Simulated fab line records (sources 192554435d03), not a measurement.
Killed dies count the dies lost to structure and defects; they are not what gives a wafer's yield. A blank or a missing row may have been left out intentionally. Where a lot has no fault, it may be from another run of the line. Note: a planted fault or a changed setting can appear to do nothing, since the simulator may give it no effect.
Matching of chambers / flow n5_finfet / 4 sister chambers for N5_FIN_SAQP_ETCH_65 on rie_si-03
The step etches SiO2 in CF4, target depth 4 nm, time 4.4 s. 14 wafers are shown with their chamber, then 7 later ones without.

## WAFERS WITH THEIR CHAMBER
wafer=L217.1; chamber=2; throttle_valve_pct (%)=22.00; drypump_motor_current_A (A)=6.0; oes_product_au (a.u.)=1.039
wafer=L217.4; chamber=0; throttle_valve_pct (%)=22.06; drypump_motor_current_A (A)=5.7; oes_product_au (a.u.)=0.971
wafer=L217.6; chamber=0; throttle_valve_pct (%)=22.07; drypump_motor_current_A (A)=5.6; oes_product_au (a.u.)=0.964
wafer=L218.2; chamber=1; throttle_valve_pct (%)=21.61; drypump_motor_current_A (A)=5.1; oes_product_au (a.u.)=1.006
wafer=L218.3; chamber=3; throttle_valve_pct (%)=21.71; drypump_motor_current_A (A)=6.0; oes_product_au (a.u.)=1.001
wafer=L218.4; chamber=0; throttle_valve_pct (%)=22.06; drypump_motor_current_A (A)=5.6; oes_product_au (a.u.)=0.970
wafer=L221.1; chamber=0; throttle_valve_pct (%)=22.06; drypump_motor_current_A (A)=5.7; oes_product_au (a.u.)=0.968
wafer=L221.2; chamber=3; throttle_valve_pct (%)=21.71; drypump_motor_current_A (A)=6.0; oes_product_au (a.u.)=1.000
wafer=L221.3; chamber=2; throttle_valve_pct (%)=22.02; drypump_motor_current_A (A)=6.1; oes_product_au (a.u.)=1.033
wafer=L222.2; chamber=2; throttle_valve_pct (%)=22.01; drypump_motor_current_A (A)=6.0; oes_product_au (a.u.)=1.040
wafer=L222.4; chamber=0; throttle_valve_pct (%)=22.06; drypump_motor_current_A (A)=5.7; oes_product_au (a.u.)=0.969
wafer=L222.6; chamber=3; throttle_valve_pct (%)=21.71; drypump_motor_current_A (A)=6.0; oes_product_au (a.u.)=1.000
wafer=L223.2; chamber=1; throttle_valve_pct (%)=21.61; drypump_motor_current_A (A)=5.1; oes_product_au (a.u.)=1.009
wafer=L223.3; chamber=2; throttle_valve_pct (%)=22.00; drypump_motor_current_A (A)=6.0; oes_product_au (a.u.)=1.038

SIGNATURES (means of the wafers above)
reading=throttle_valve_pct; chamber 0=22.0620; chamber 1=21.6100; chamber 2=22.0075; chamber 3=21.7100; scatter within a chamber=0.00596
reading=drypump_motor_current_A; chamber 0=5.660; chamber 1=5.100; chamber 2=6.025; chamber 3=6.000; scatter within a chamber=0.0442
reading=oes_product_au; chamber 0=0.96840; chamber 1=1.00750; chamber 2=1.03750; chamber 3=1.00033; scatter within a chamber=0.00252
Rule: for a wafer and a chamber, the distance is found by dividing, reading by reading, the gap between the wafer's reading and the chamber's mean by the reading's scatter, squaring, summing and taking the root. The wafer belongs to the nearest chamber; if the next one is less than 2 further off, it can't be placed. The scatter: take each reading less its chamber's mean, square it, sum over the shown wafers, divide by the number of wafers less the number of chambers, and take the root.

## WAFERS WITH NO CHAMBER GIVEN
wafer=L223.6; throttle_valve_pct (%)=21.59; drypump_motor_current_A (A)=5.1; oes_product_au (a.u.)=0.996
wafer=L230.1; throttle_valve_pct (%)=22.06; drypump_motor_current_A (A)=5.7; oes_product_au (a.u.)=0.984
wafer=L230.3; throttle_valve_pct (%)=21.61; drypump_motor_current_A (A)=5.1; oes_product_au (a.u.)=1.011
wafer=L230.4; throttle_valve_pct (%)=21.70; drypump_motor_current_A (A)=6.0; oes_product_au (a.u.)=1.010
wafer=L234.1; throttle_valve_pct (%)=21.72; drypump_motor_current_A (A)=6.0; oes_product_au (a.u.)=1.002
wafer=L234.4; throttle_valve_pct (%)=21.62; drypump_motor_current_A (A)=5.1; oes_product_au (a.u.)=1.011
wafer=L234.6; throttle_valve_pct (%)=21.99; drypump_motor_current_A (A)=6.1; oes_product_au (a.u.)=1.044

## EACH ONE'S CHAMBER
wafer=L223.6; from the rows above=1; in truth=1
wafer=L230.1; from the rows above=0; in truth=0
wafer=L230.3; from the rows above=1; in truth=1
wafer=L230.4; from the rows above=3; in truth=3
wafer=L234.1; from the rows above=3; in truth=3
wafer=L234.4; from the rows above=1; in truth=1
wafer=L234.6; from the rows above=2; in truth=2
Correct placement for 7 of the 7. Can't be placed from these rows: 0. 0 placed wrongly.
